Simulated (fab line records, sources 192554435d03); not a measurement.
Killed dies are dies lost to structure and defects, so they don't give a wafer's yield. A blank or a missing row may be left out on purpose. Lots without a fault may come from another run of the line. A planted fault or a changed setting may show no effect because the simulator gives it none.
A struck lot beside a sound one | flow n5_finfet | 15 steps out of a route of 1938
Sound: wafers L302.1, L302.3, L302.4. Struck: wafers L314.1, L314.4, L314.6. The cause comes at the end.
At each step with rows: each side's tool, then ch and its chambers, then its first start. Under that, the readings that differ: sound wafers | struck wafers | difference of the means | sigmas: that difference in standard deviations of wafers without a fault.
alike: readings whose means differ by less than 2 such deviations, and words and numbers that are the same on both sides. not compared: withheld readings, readings that some wafer has no value for, bounds like >300 that may hide the same value, and numbers for which the record gives no deviation and whose values overlap.
The two part at a step that has a row with sigmas, a row that says differs or no value, or rows on one side only. Numbers that don't overlap but have no deviation are shown without sigmas and don't part them. A reading that every wafer of one side lacks parts them only if that side has two wafers or more.

first, 4 steps without rows for these wafers: N5_MIM_BOT_LITHO_EXPOSE_05 (exposes mask MIM BOT); N5_MIM_BOT_LITHO_PEB_06; N5_MIM_BOT_LITHO_DEVELOP_07 (develop time 60 s); N5_MIM_BOT_LITHO_HARDBAKE_09 (time 120 s).
N5_MIM_BOT_LITHO_CD_MEAS_08: target cd 3000 nm.
  sound on cd_sem-02 ch 0, day 12 10:45; struck on cd_sem-03 ch 0, day 15 19:37
  alike: cd_nm
N5_MIM_BOT_LITHO_OVL_MEAS_11:
  sound on overlay-01 ch 0, day 12 10:47; struck on overlay-02 ch 0, day 15 19:39
  alike: MIM_BOT_OVL
N5_MIM_BOT_LITHO_INSPECT_12: inspects for defects (macro).
  sound on defect_inspect-02, day 12 10:48; struck on defect_inspect-02, day 15 19:40
  alike: raw_defect_count
N5_MIM_BOT_LITHO_DESCUM_10: chemistry O2, time 7.9 s.
  sound on rie_diel-06 ch 0,1,2, day 12 10:50; struck on rie_diel-01 ch 0,2,3, day 15 19:42
  alike: drypump_motor_current_A, oes_product_au, rf_vpp_V, showerhead_plenum_p_Torr, throttle_valve_pct
  not compared: rf_hours_counter_h
N5_MIM_BOT_ETCH_ETCH_04: etches SiNx in CF4/O2, target depth 26 nm, time 13 s.
  sound on rie_diel-06 ch 0,1,2, day 12 10:54; struck on rie_diel-01 ch 0,2,3, day 15 19:46
  alike: drypump_motor_current_A, oes_product_au, rf_vpp_V, showerhead_plenum_p_Torr, throttle_valve_pct
  not compared: rf_hours_counter_h
N5_MIM_BOT_ETCH_ETCH_03: etches the open film in Cl2/BCl3, target depth 12 nm.
  sound on rie_metal-01 ch 0,1, day 12 10:59; struck on rie_metal-01 ch 0,1, day 15 19:52
  alike: drypump_motor_current_A, he_backside_leak_sccm, oes_product_au, throttle_valve_pct
  not compared: rf_hours_counter_h
N5_MIM_BOT_ETCH_ETCH_00: etches TiN in Cl2/BCl3, target depth 45.5 nm.
  sound on rie_metal-01 ch 0,1, day 12 11:05; struck on rie_metal-01 ch 0,1, day 15 19:57
  alike: drypump_motor_current_A, he_backside_leak_sccm, oes_product_au, throttle_valve_pct
  not compared: rf_hours_counter_h
N5_MIM_BOT_ETCH_STRIP_01: strips in O2.
  sound on rie_diel-01 ch 0,1,3, day 12 11:13; struck on rie_diel-01 ch 0,1,3, day 15 20:07
  alike: chamber_pressure_mTorr, drypump_motor_current_A, oes_product_au, rf_vpp_V, showerhead_plenum_p_Torr, throttle_valve_pct
  not compared: rf_hours_counter_h
N5_MIM_BOT_ETCH_STRIP_02: strips in post etch residue remover, time 1200 s.
  sound on wet_bench-03 ch 3,4,6, day 12 11:17; struck on wet_bench-05 ch 0,3,4, day 15 20:11
  no value came back on the struck wafers for bath_guard_temp_C (C), bath_heat_duty_pct (%); on the sound wafers bath_guard_temp_C (C) reads 72.9 72.2 72.6
then, 1 step without rows for these wafers: N5_MIM_BOT_ETCH_CLEAN_05 (cleans in IPA, time 180 s).
N5_PASSIVATION_PROBE_49:
  sound on prober-02, day 12 21:14; struck on prober-01, day 16 05:10
  alike: defect_limited_yield, killed_at_M0_to_M3, killed_at_M4_up, killed_at_contacts, killed_at_front_end, killed_at_other, killed_dies, killed_on_rim, killed_open, killed_short, sort_bin_5_function, sort_bin_6_memory, sort_bin_8_speed, sort_n_pass, sort_yield_pct

WHERE THEY PART
Only at N5_MIM_BOT_ETCH_STRIP_02, within this record. Later steps at which nothing parts them and some readings are alike: N5_PASSIVATION_PROBE_49.

WHY: what the simulator had put in
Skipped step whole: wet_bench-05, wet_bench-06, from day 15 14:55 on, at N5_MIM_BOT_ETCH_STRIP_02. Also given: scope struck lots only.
